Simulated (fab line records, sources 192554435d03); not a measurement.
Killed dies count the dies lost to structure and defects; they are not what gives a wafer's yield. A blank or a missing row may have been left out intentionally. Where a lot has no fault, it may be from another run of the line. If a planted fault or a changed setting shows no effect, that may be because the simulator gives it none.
Split-lot trial || flow n5Finfet || 21 wafers read across 7 lots, on a route 1938 steps long

## SPLIT DETAILS
At N5_BEOL_M0_SAQP_EXPOSE_37 (exposes mask M0 CUT1, target cd 30 nm), the setting doseMj was moved away from the recipe's 44.75 on 8 of the 21 wafers read, by -6.3% to +3.6%. For the rest of the wafers, this setting stayed at what the recipe calls for.

## FROM THE SPLIT TO THE READING: what the file shows between them, 2 steps
- N5_BEOL_M0_SAQP_PEB_38: peb time 60 s
- N5_BEOL_M0_SAQP_DEVELOP_39: develop time 30 s

## THE READING
At N5_BEOL_M0_SAQP_CD_MEAS_40: cdNm in nanometres, against a target cd of 30 nm. A value of 30.15 nm with a standard deviation of 0.28 nm is what fault-free wafers of this fab line usually give.

{"wafer": "L086.3", "tool, chamber at the split": "euvScanner-02, 0", "doseMj as run": 43.73, "against the recipe": "-2.3%", "cdNm, nm": 29.86, "against lot-mates on the recipe": -0.56}
{"wafer": "L086.4", "tool, chamber at the split": "euvScanner-02, 0", "doseMj as run": 43.73, "against the recipe": "-2.3%", "cdNm, nm": 29.68, "against lot-mates on the recipe": -0.74}
{"wafer": "L086.6", "tool, chamber at the split": "euvScanner-02, 0", "doseMj as run": 44.75, "against the recipe": "recipe", "cdNm, nm": 30.42, "against lot-mates on the recipe": "-"}
{"wafer": "L087.1", "tool, chamber at the split": "euvScanner-02, 0", "doseMj as run": 41.93, "against the recipe": "-6.3%", "cdNm, nm": 28.57, "against lot-mates on the recipe": -1.30}
{"wafer": "L087.3", "tool, chamber at the split": "euvScanner-02, 0", "doseMj as run": 41.93, "against the recipe": "-6.3%", "cdNm, nm": 29.07, "against lot-mates on the recipe": -0.80}
{"wafer": "L087.6", "tool, chamber at the split": "euvScanner-02, 0", "doseMj as run": 44.75, "against the recipe": "recipe", "cdNm, nm": 29.87, "against lot-mates on the recipe": "-"}
{"wafer": "L088.3", "tool, chamber at the split": "euvScanner-01, 0", "doseMj as run": 44.75, "against the recipe": "recipe", "cdNm, nm": 30.25, "against lot-mates on the recipe": "-"}
{"wafer": "L088.4", "tool, chamber at the split": "euvScanner-01, 0", "doseMj as run": 44.75, "against the recipe": "recipe", "cdNm, nm": 30.33, "against lot-mates on the recipe": "-"}
{"wafer": "L088.5", "tool, chamber at the split": "euvScanner-01, 0", "doseMj as run": 43.8, "against the recipe": "-2.1%", "cdNm, nm": 29.55, "against lot-mates on the recipe": -0.74}
{"wafer": "L090.1", "tool, chamber at the split": "euvScanner-01, 0", "doseMj as run": 43.65, "against the recipe": "-2.5%", "cdNm, nm": 29.71, "against lot-mates on the recipe": -0.57}
{"wafer": "L090.5", "tool, chamber at the split": "euvScanner-01, 0", "doseMj as run": 44.75, "against the recipe": "recipe", "cdNm, nm": 30.28, "against lot-mates on the recipe": "-"}
{"wafer": "L090.6", "tool, chamber at the split": "euvScanner-01, 0", "doseMj as run": 43.65, "against the recipe": "-2.5%", "cdNm, nm": 29.58, "against lot-mates on the recipe": -0.70}
{"wafer": "L093.2", "tool, chamber at the split": "euvScanner-01, 0", "doseMj as run": 44.75, "against the recipe": "recipe", "cdNm, nm": 30.08, "against lot-mates on the recipe": "-"}
{"wafer": "L093.4", "tool, chamber at the split": "euvScanner-01, 0", "doseMj as run": 44.75, "against the recipe": "recipe", "cdNm, nm": 29.80, "against lot-mates on the recipe": "-"}
{"wafer": "L093.5", "tool, chamber at the split": "euvScanner-01, 0", "doseMj as run": 44.75, "against the recipe": "recipe", "cdNm, nm": 29.66, "against lot-mates on the recipe": "-"}
{"wafer": "L096.1", "tool, chamber at the split": "euvScanner-02, 0", "doseMj as run": 46.34, "against the recipe": "+3.6%", "cdNm, nm": 31.08, "against lot-mates on the recipe": "+0.63"}
{"wafer": "L096.2", "tool, chamber at the split": "euvScanner-02, 0", "doseMj as run": 44.75, "against the recipe": "recipe", "cdNm, nm": 30.56, "against lot-mates on the recipe": "-"}
{"wafer": "L096.6", "tool, chamber at the split": "euvScanner-02, 0", "doseMj as run": 44.75, "against the recipe": "recipe", "cdNm, nm": 30.33, "against lot-mates on the recipe": "-"}
{"wafer": "L097.4", "tool, chamber at the split": "euvScanner-02, 0", "doseMj as run": 44.75, "against the recipe": "recipe", "cdNm, nm": 30.50, "against lot-mates on the recipe": "-"}
{"wafer": "L097.5", "tool, chamber at the split": "euvScanner-02, 0", "doseMj as run": 44.75, "against the recipe": "recipe", "cdNm, nm": 30.55, "against lot-mates on the recipe": "-"}
{"wafer": "L097.6", "tool, chamber at the split": "euvScanner-02, 0", "doseMj as run": 44.75, "against the recipe": "recipe", "cdNm, nm": 30.20, "against lot-mates on the recipe": "-"}

FIT RESULTS
A straight line over all 21 wafers: cdNm changes by +0.227 nm for each +1% of doseMj; r = +0.90; the points scatter about the line by 0.25 nm.
The same after taking each lot's own level away (the mean of its wafers on the recipe; 21 wafers): +0.187 nm for each +1%; r = +0.92; scatter 0.18 nm.
The reading moves by 1.2 nm for the largest change in doseMj, on that fit.
Measured against the standard deviation above, the lots' own levels, which go from 29.847 to 30.445 nm, span 2.1 times it.
Hence the slope depends on the lot-to-lot level, as the two fits are not the same.
Check: for one of the wafers moved furthest among these (-6.3%), held out of the fit, the line's prediction against its lot-mates is -1.18 nm. Against them it came out at -1.3 nm.

## THE WHOLE CHAIN: every reading that the file lists as answering this split, in the file's order
{"step": "N5_BEOL_M0_SAQP_CD_MEAS_40", "what it does": "target cd 30 nm", "reading": "cdNm", "change (the file's fit)": "+0.199 nm for each +1% of the setting", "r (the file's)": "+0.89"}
{"step": "N5_BEOL_M0_SAQP_DESCUM_45", "what it does": "chemistry O2, time 7 s", "reading": "BEOL_M0_SAQP.cdNm (the simulator's own value, which no gauge read)", "change (the file's fit)": "+0.203 nm for each +1% of the setting", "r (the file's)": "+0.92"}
{"step": "N5_BEOL_M0_SAQP_ETCH_88", "what it does": "etches underlayer in N2/H2, target depth 6.5 nm, time 5.2 s", "reading": "BEOL_M0_SAQP.cdNm (the simulator's own value, which no gauge read)", "change (the file's fit)": "+0.194 nm for each +1% of the setting", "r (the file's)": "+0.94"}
{"step": "N5_BEOL_M0_SAQP_ETCH_73", "what it does": "etches SiARC in CF4, target depth 19.5 nm, time 32.5 s", "reading": "BEOL_M0_SAQP.cdNm (the simulator's own value, which no gauge read)", "change (the file's fit)": "+0.181 nm for each +1% of the setting", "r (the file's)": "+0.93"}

## THE FILE'S OWN FIT
cdNm changes by +0.199 nm for each +1% of doseMj, r = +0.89.
